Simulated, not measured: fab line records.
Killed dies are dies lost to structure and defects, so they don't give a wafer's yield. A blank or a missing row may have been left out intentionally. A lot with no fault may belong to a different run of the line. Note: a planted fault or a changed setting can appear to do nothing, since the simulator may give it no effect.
2 desks, one fault -- flow nand-harc -- every desk sees just its own numbers, and what lay behind them comes last

== THE DEFECT DESK ==
What the inspections along the route counted, lot by lot: means of the sampled wafers that have a number. Any lot whose mean is over 4 standard deviations away from the usual mean is out of limits and marked OUT; that distance is given in the brackets.
Columns: A = raw-defect-count at NHARC_A_M1_INSPECT_11, usual 88
lot,first seen here,A
L788,day 23 14:38,106
L795,day 26 00:39,151
L794,day 26 02:59,30
L798,day 27 09:24,142
L799,day 27 10:38,19
L802,day 29 06:32,26
L806,day 31 00:09,108
L805,day 31 03:04,83
L807,day 31 09:21,36
L809,day 31 12:08,112
L811,day 32 03:17,61
L810,day 32 07:08,83
Result from this desk: across the 12 lots, nothing is out of limits.

== THE TOOL OWNER'S DESK: litho-track-06 ==
At NHARC_A_M1_SOFTBAKE_04 (time 55 s), the tool's own readings, given per lot that ran on this tool as the mean of the sampled wafers with a number. Any lot whose mean is over 4 standard deviations away from the usual mean is out of limits and marked OUT; that distance is given in the brackets.
Columns: A = heater-power-total-W at NHARC_A_M1_SOFTBAKE_04, usual 188.43 W; B = plate-temp-C at NHARC_A_M1_SOFTBAKE_04, usual 104.98 C
lot,first seen here,A,B
L788,day 23 14:00,188.42,105.06
L794,day 26 02:00,188.45,104.92
L798,day 27 08:00,193.58 (+43) OUT,105.08
L799,day 27 10:00,193.58 (+43) OUT,104.85
L806,day 30 23:00,188.45,105.14
L805,day 31 02:00,188.32,105.01
L807,day 31 08:00,188.41,104.94
This desk's finding: out of limits on L798, L799; first on L798, day 27 08:00 (heater-power-total-W at NHARC_A_M1_SOFTBAKE_04). In limits: L788, L794, L806, L805, L807.

== BROUGHT TOGETHER ==
An alarm could have come from the tool owner's desk at day 27 08:00, on L798, L799.
Nothing out of limits was seen by the defect desk.
The defect desk has L798, L799 on record, within its limits.
Of the lots named, all ran NHARC_A_M1_SOFTBAKE_04 on litho-track-06.

== WHAT THE SIMULATOR PUT IN ==
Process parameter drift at NHARC_A_M1_SOFTBAKE_04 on litho-track-06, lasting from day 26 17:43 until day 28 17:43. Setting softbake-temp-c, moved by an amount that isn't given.
Struck lots among those shown: L798, L799.
How many hours passed from the start of the fault until each desk's first out-of-limits reading: the tool owner's desk, 14.
